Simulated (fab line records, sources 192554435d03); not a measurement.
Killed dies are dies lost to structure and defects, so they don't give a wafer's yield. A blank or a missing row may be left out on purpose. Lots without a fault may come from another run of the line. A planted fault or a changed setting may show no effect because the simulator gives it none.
Which tool did it? | flow n5_finfet | 10 lots, 29 wafers sampled, at 6 steps of a route of 1938

WHAT THE GAUGES READ, wafer by wafer
N5_MOL_CONTACT_COAG_INSPECT_97: inspects for defects (darkfield).
lot  | measured     | on                | raw_defect_count
L364 | day 5 12:08  | defect_inspect-01 | 16 20 20
L365 | day 5 15:07  | defect_inspect-02 | 41 28 42
L369 | day 6 16:01  | defect_inspect-01 | 50 42 50
L371 | day 7 04:21  | defect_inspect-01 | 39 27 60
L375 | day 8 06:43  | defect_inspect-02 | 28 856
L377 | day 8 22:26  | defect_inspect-01 | 34 53 1099
L381 | day 9 18:28  | defect_inspect-02 | 41 47 53
L382 | day 10 06:16 | defect_inspect-02 | 43 49 66
L386 | day 11 05:37 | defect_inspect-01 | 40 12 48
L387 | day 11 12:38 | defect_inspect-01 | 45 19 32

N5_BEOL_M4_RC_MEAS_101.
lot  | measured     | on        | DIBL_N (mV/V)  | DIBL_P (mV/V)  | IOFF_N (nA/um) | IOFF_P (nA/um) | ION_N (uA/um) | ION_P (uA/um) | SS_N (mV/dec)  | SS_P (mV/dec)  | VT_N (mV)   | VT_P (mV)
L364 | day 8 04:23  | prober-01 | 35.4 36.9 35.3 | 35.3 37.8 34.9 | 0.13 0.17 0.14 | 0.22 0.29 0.23 | 672 694 674   | 466 484 476   | 71.4 71.1 70.7 | 72.4 73.3 73.0 | 255 249 252 | -249 -244 -246
L365 | day 8 04:22  | prober-02 | 35.3 34.0 35.9 | 37.7 35.3 37.8 | 0.15 0.13 0.16 | 0.21 0.18 0.22 | 681 657 688   | 472 456 467   | 70.8 70.9 70.8 | 73.5 73.1 73.5 | 250 253 251 | -250 -252 -249
L369 | day 9 22:53  | prober-02 | 35.2 36.6 34.1 | 35.6 37.7 34.7 | 0.13 0.16 0.12 | 0.18 0.22 0.16 | 658 671 672   | 448 462 462   | 72.0 72.2 71.5 | 73.5 73.9 73.3 | 252 248 252 | -258 -254 -255
L371 | day 9 22:11  | prober-01 | 34.1 36.5 36.3 | 32.5 35.7 35.0 | 0.12 0.17 0.16 | 0.19 0.24 0.22 | 672 682 675   | 468 464 459   | 71.3 71.4 71.6 | 72.5 73.8 72.7 | 253 247 249 | -250 -247 -247
L375 | day 11 02:14 | prober-01 | 36.9           | 35.8           | 0.16           | 0.21           | 675           | 461           | 72.6           | 73.1           | 249         | -250
L377 | day 11 12:02 | prober-01 | 34.1 33.9      | 35.4 34.9      | 0.15 0.13      | 0.19 0.18      | 672 663       | 461 459       | 70.4 71.3      | 73.0 72.6      | 250 251     | -252 -253
L381 | day 12 05:52 | prober-01 | 37.3 36.9 38.6 | 38.5 37.9 39.0 | 0.21 0.20 0.22 | 0.24 0.23 0.24 | 689 689 691   | 464 468 463   | 72.4 71.9 71.9 | 74.3 74.2 74.4 | 245 244 246 | -249 -251 -250
L382 | day 12 20:40 | prober-02 | 36.1 42.1 37.3 | 35.7 43.3 37.6 | 0.13 0.29 0.16 | 0.20 0.37 0.25 | 661 712 677   | 461 481 469   | 70.1 71.9 70.5 | 73.6 74.9 74.3 | 252 239 250 | -250 -239 -246
L386 | day 13 20:48 | prober-02 | 35.1 37.9 37.0 | 35.2 37.1 36.8 | 0.14 0.18 0.16 | 0.21 0.24 0.24 | 684 691 678   | 470 473 470   | 71.1 71.3 71.6 | 72.6 74.2 73.5 | 247 248 248 | -248 -248 -248
L387 | day 14 09:07 | prober-02 | 35.7 35.4 35.6 | 35.5 35.8 36.1 | 0.13 0.13 0.14 | 0.15 0.15 0.15 | 676 678 675   | 456 464 452   | 70.6 70.6 71.2 | 73.4 72.5 73.0 | 250 254 249 | -258 -259 -256

WHICH TOOL RAN EACH LOT (tool, then ch and the chambers of the sampled wafers, then the start)
lot  | N5_MOL_CONTACT_COAG_CVD_140   | N5_MOL_CONTACT_COAG_CMP_52    | N5_BEOL_M0_SAQP_HM_DEP_02    | N5_BEOL_M0_SAQP_PECVD_97
L364 | cvd_w-02 ch 0,1, day 5 08:26  | cmp-02 ch 0,2,3, day 5 08:46  | pvd_sputter-02, day 5 13:36  | pecvd-04 ch 0,1,2, day 5 13:48
L365 | cvd_w-01 ch 0,1, day 5 10:31  | cmp-03 ch 0,1,3, day 5 10:55  | pvd_sputter-02, day 5 16:45  | pecvd-02 ch 1,2, day 5 16:59
L369 | cvd_w-01 ch 0, day 6 12:10    | cmp-02 ch 0,1,2, day 6 12:43  | pvd_sputter-03, day 6 18:14  | pecvd-03 ch 0,1, day 6 18:25
L371 | cvd_w-01 ch 0,1, day 7 00:40  | cmp-04 ch 1,2,3, day 7 01:02  | pvd_sputter-03, day 7 04:46  | pecvd-02 ch 0,1,2, day 7 04:58
L375 | cvd_w-01 ch 0,1, day 8 03:02  | cmp-02 ch 1,2, day 8 03:26    | pvd_sputter-02, day 8 08:47  | pecvd-02 ch 2, day 8 08:58
L377 | cvd_w-02 ch 0,1, day 8 18:46  | cmp-02 ch 0,1, day 8 19:05    | pvd_sputter-02, day 9 00:58  | pecvd-02 ch 0,1, day 9 01:09
L381 | cvd_w-01 ch 0,1, day 9 14:48  | cmp-04 ch 0,1,3, day 9 15:11  | pvd_sputter-01, day 9 19:17  | pecvd-02 ch 1,2, day 9 19:29
L382 | cvd_w-02 ch 0,1, day 10 02:36 | cmp-04 ch 0,2, day 10 02:55   | pvd_sputter-01, day 10 08:10 | pecvd-03 ch 0,2, day 10 08:21
L386 | cvd_w-02 ch 0,1, day 11 00:46 | cmp-04 ch 0,2, day 11 01:07   | pvd_sputter-03, day 11 07:36 | pecvd-03 ch 0,1,2, day 11 07:48
L387 | cvd_w-01 ch 1, day 11 08:58   | cmp-03 ch 0,2,3, day 11 09:17 | pvd_sputter-01, day 11 13:31 | pecvd-04 ch 1,2, day 11 13:43
- N5_MOL_CONTACT_COAG_CVD_140: deposits W, target thk 66.5 nm, time 215 s.
- N5_MOL_CONTACT_COAG_CMP_52: polishes, stops on SiO2, t overpolish 1.5 s, target thk 66.5 nm.
- N5_BEOL_M0_SAQP_HM_DEP_02: deposits TiN, target thk 12 nm.
- N5_BEOL_M0_SAQP_PECVD_97: deposits SiNx from SiH4/NH3/N2, target thk 23 nm, time 19.9 s.

WHAT THE TOOLS THEMSELVES READ (means of the sampled wafers that have a number; where no wafer has one, the mark that the record gives instead)
N5_MOL_CONTACT_COAG_CVD_140.
lot  | tool     | heater_power_w (W) | susceptor_temp_C (C)
L364 | cvd_w-02 | 598                | 299.82
L365 | cvd_w-01 | 511                | 299.98
L369 | cvd_w-01 | 528                | 300.00
L371 | cvd_w-01 | 509                | 299.84
L375 | cvd_w-01 | 508                | 300.15
L377 | cvd_w-02 | 529                | 300.08
L381 | cvd_w-01 | 509                | 300.00
L382 | cvd_w-02 | 603                | 299.92
L386 | cvd_w-02 | 595                | 300.14
L387 | cvd_w-01 | 481                | 300.04

N5_MOL_CONTACT_COAG_CMP_52.
lot  | tool   | motor_current_A (A) | overpolish_run_s (s) | slurry_flow_ml_min | time_to_endpoint_s (s)
L364 | cmp-02 | 11.9                | 1.489                | 149.9              | 10.9
L365 | cmp-03 | 13.1                | 1.502                | 149.7              | 17.2
L369 | cmp-02 | 12.0                | 1.502                | 149.8              | 13.3
L371 | cmp-04 | 12.7                | 1.500                | 149.8              | 14.6
L375 | cmp-02 | 12.3                | 0.768                | 149.9              | 18.8
L377 | cmp-02 | 12.5                | 1.009                | 150.3              | 18.4
L381 | cmp-04 | 13.0                | 1.494                | 149.7              | 11.3
L382 | cmp-04 | 13.2                | 1.502                | 150.2              | 14.1
L386 | cmp-04 | 14.1                | 1.502                | 149.9              | 13.8
L387 | cmp-03 | 13.0                | 1.497                | 149.4              | 15.6

N5_BEOL_M0_SAQP_HM_DEP_02.
lot  | tool           | susceptor_temp_C (C) | throttle_valve_pct (%)
L364 | pvd_sputter-02 | 25.11                | 30.4
L365 | pvd_sputter-02 | 25.00                | 31.1
L369 | pvd_sputter-03 | 25.02                | 29.7
L371 | pvd_sputter-03 | 25.06                | 29.4
L375 | pvd_sputter-02 | 24.96                | 31.0
L377 | pvd_sputter-02 | 24.96                | 30.0
L381 | pvd_sputter-01 | 24.92                | 30.3
L382 | pvd_sputter-01 | 25.02                | 29.2
L386 | pvd_sputter-03 | 24.95                | 29.4
L387 | pvd_sputter-01 | 24.98                | 30.5

N5_BEOL_M0_SAQP_PECVD_97.
lot  | tool     | heater_power_w (W) | showerhead_plenum_p_Torr (Torr) | susceptor_temp_C (C) | throttle_valve_pct (%)
L364 | pecvd-04 | 549                | 5.16                            | 350.03               | 39.1
L365 | pecvd-02 | 473                | 5.07                            | 349.90               | 39.9
L369 | pecvd-03 | 516                | 5.23                            | 350.13               | 39.3
L371 | pecvd-02 | 486                | 5.12                            | 349.94               | 40.5
L375 | pecvd-02 | 416                | 5.05                            | 350.20               | 39.0
L377 | pecvd-02 | 514                | 5.17                            | 349.76               | 41.0
L381 | pecvd-02 | 462                | 5.07                            | 349.98               | 40.0
L382 | pecvd-03 | 518                | 5.14                            | 350.02               | 40.5
L386 | pecvd-03 | 491                | 5.19                            | 349.98               | 40.1
L387 | pecvd-04 | 531                | 5.18                            | 349.88               | 40.1

THE ANSWER, worked out from the rows above alone
Rule: what is usual is taken from the lots themselves. Put in order of their means at a reading, lots are off if they are a third of the lots or fewer, leave a main group of 4 or more, and stand apart from it by a gap of 3 or more times the standard deviation of the main group's means; of several such gaps the widest counts. A main group whose means are all the same, to the digits that the tables above print for the reading, isn't used. A lot without any number at a reading at which 4 lots or more have one is off too. The other lots that the step has rows for count as sound. The gauges are gone through in route order, then the tools' own readings, and for those a lot's mean is taken as printed above. The first step at which some lot is off is used, and at that step the reading that is off furthest; a lot without a number counts as furthest.
Off: L375, L377, at N5_MOL_CONTACT_COAG_INSPECT_97 (raw_defect_count). The main group: mean 39, standard deviation 10.
A tool fits if, at a process step before that reading, it ran every lot that is off, and no sound lot after the first of them. The gauges at N5_MOL_CONTACT_COAG_INSPECT_97 aren't tried: what is off there is off at N5_MOL_CONTACT_COAG_CMP_52 too, on other tools, and a gauge's error can't cause that. One fits: cmp-02 at N5_MOL_CONTACT_COAG_CMP_52. Its last sound lot is L369 (day 6 12:43), its first lot that is off L375 (day 8 03:26): a fault that began between those two fits.
The tool's own readings at N5_MOL_CONTACT_COAG_CMP_52 bear it out: on the lots that are off they differ by more than 5 times the standard deviation of the sound lots' means. overpolish_run_s reads 0.888 s there against 1.498 s on the sound lots.

WHAT THE SIMULATOR HAD PUT IN
Process parameter drift: cmp-02, from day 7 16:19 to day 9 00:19, at N5_MOL_CONTACT_COAG_CMP_52. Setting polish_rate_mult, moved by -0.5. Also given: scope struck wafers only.
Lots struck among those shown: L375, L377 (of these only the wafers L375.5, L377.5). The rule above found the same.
